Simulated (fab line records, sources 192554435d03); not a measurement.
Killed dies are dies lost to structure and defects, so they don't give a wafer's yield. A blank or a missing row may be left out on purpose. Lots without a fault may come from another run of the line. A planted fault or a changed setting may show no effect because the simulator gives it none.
Split-lot experiment | flow n5_finfet | 7 lots, 39 wafers read, on a route of 1938 steps

THE SPLIT
At N5_BEOL_M12_ETCH_68 (etches SOC in N2/H2, time 285 s), the setting time_s was moved away from the recipe's 285 s on 12 of the 39 wafers read, by +26.5% to +56.6%. The other wafers ran this setting at the recipe's value.

The reading is taken at the split's own step.

THE READING
SiARC_of_BEOL_M12_COAT_66.thk_nm (the simulator's own value, which no gauge read), in nm, at N5_BEOL_M12_ETCH_68 (etches SOC in N2/H2, time 285 s). The file gives no usual value for it. The 27 wafers here that ran the recipe average 85.6 nm, standard deviation 0.42 nm.

wafer  | tool, chamber at the split | time_s as run, s | against the recipe | SiARC_of_BEOL_M12_COAT_66.thk_nm, nm | against lot-mates on the recipe
L074.1 | rie_diel-03, 0             | 285              | recipe             | 86.4                                 | -
L074.2 | rie_diel-03, 3,1,3         | 285              | recipe             | 85.8                                 | -
L074.3 | rie_diel-03, 3,1,3         | 285              | recipe             | 85.8                                 | -
L074.4 | rie_diel-03, 3,1,3         | 285              | recipe             | 85.8                                 | -
L074.5 | rie_diel-03, 0             | 285              | recipe             | 86                                   | -
L074.6 | rie_diel-03, 1             | 285              | recipe             | 85.6                                 | -
L083.1 | rie_diel-03, 3             | 285              | recipe             | 85.6                                 | -
L083.2 | rie_diel-03, 1             | 360.5            | +26.5%             | 79.6                                 | -6.3
L083.3 | rie_diel-03, 0,2           | 360.5            | +26.5%             | 79.2                                 | -6.7
L083.6 | rie_diel-03, 0,2           | 360.5            | +26.5%             | 79.2                                 | -6.7
L083.4 | rie_diel-03, 2             | 285              | recipe             | 85.8                                 | -
L083.5 | rie_diel-03, 1             | 285              | recipe             | 86.4                                 | -
L082.1 | rie_diel-05, 2,0           | 285              | recipe             | 85.4                                 | -
L082.3 | rie_diel-05, 2,0           | 285              | recipe             | 85.4                                 | -
L082.2 | rie_diel-05, 1             | 285              | recipe             | 85.6                                 | -
L082.4 | rie_diel-05, 2             | 446.3            | +56.6%             | 72.2                                 | -13.3
L082.5 | rie_diel-05, 0,1           | 446.3            | +56.6%             | 71.8                                 | -13.7
L082.6 | rie_diel-05, 0,1           | 446.3            | +56.6%             | 71.8                                 | -13.7
L085.1 | rie_diel-05, 0,2           | 285              | recipe             | 85.6                                 | -
L085.3 | rie_diel-05, 0,2           | 285              | recipe             | 85.6                                 | -
L085.6 | rie_diel-05, 2             | 285              | recipe             | 86                                   | -
L089.1 | rie_diel-04, 0             | 373.7            | +31.1%             | 76.8                                 | -8.2
L089.2 | rie_diel-04, 1,3           | 285              | recipe             | 84.6                                 | -
L089.4 | rie_diel-04, 1,3           | 285              | recipe             | 84.6                                 | -
L089.3 | rie_diel-04, 2             | 285              | recipe             | 85.8                                 | -
L089.5 | rie_diel-04, 2             | 373.7            | +31.1%             | 77.8                                 | -7.2
L089.6 | rie_diel-04, 3             | 373.7            | +31.1%             | 77.4                                 | -7.6
L093.1 | rie_diel-05, 1,3           | 285              | recipe             | 85.4                                 | -
L093.2 | rie_diel-05, 1,3           | 285              | recipe             | 85.4                                 | -
L093.3 | rie_diel-05, 2             | 285              | recipe             | 85.8                                 | -
L093.4 | rie_diel-05, 0             | 285              | recipe             | 86                                   | -
L093.6 | rie_diel-05, 0             | 285              | recipe             | 86                                   | -
L093.5 | rie_diel-05, 3             | 285              | recipe             | 85.2                                 | -
L094.1 | rie_diel-05, 0             | 365.9            | +28.4%             | 79.2                                 | -6.2
L094.5 | rie_diel-05, 0             | 365.9            | +28.4%             | 79.2                                 | -6.2
L094.2 | rie_diel-05, 3             | 285              | recipe             | 85.4                                 | -
L094.3 | rie_diel-05, 1             | 285              | recipe             | 85.6                                 | -
L094.4 | rie_diel-05, 2             | 365.9            | +28.4%             | 78.6                                 | -6.8
L094.6 | rie_diel-05, 3             | 285              | recipe             | 85.2                                 | -
Where a row lists several chambers, the file gives one row for several wafers and doesn't say which wafer went through which chamber.

THE FIT
A straight line over all 39 wafers: SiARC_of_BEOL_M12_COAT_66.thk_nm changes by -0.244 nm for each +1% of time_s; r = -0.99; the points scatter about the line by 0.45 nm.
The same after taking each lot's own level away (the mean of its wafers on the recipe; 39 wafers): -0.24 nm for each +1%; r = -1.00; scatter 0.34 nm.
On that fit, the largest move of time_s shifts the reading by 14 nm.
The lots' own levels span 85.00 to 85.93 nm, that is 2.2 times the standard deviation above.
So the lot-to-lot level changes the slope little: the two slopes agree.
Check: with one of the wafers moved furthest among these (+56.6%) left out of the fit, the line predicts -13.6 nm for it against its lot-mates. It came out at -13.3 nm against them.

OTHER SPLITS ON THESE WAFERS
These wafers also went through other splits before the reading. Each is held against what the fit with the lots' levels taken away leaves over:
other split on the same wafers | wafers away from the commonest value | r with SiARC_of_BEOL_M12_COAT_66.thk_nm (lot level and that fit taken away)
N5_BEOL_M11_PECVD_70 time_s    | 15                                   | +0.26

THE FILE'S OWN FIT
SiARC_of_BEOL_M12_COAT_66.thk_nm changes by -0.24 nm for each +1% of time_s, r = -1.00.
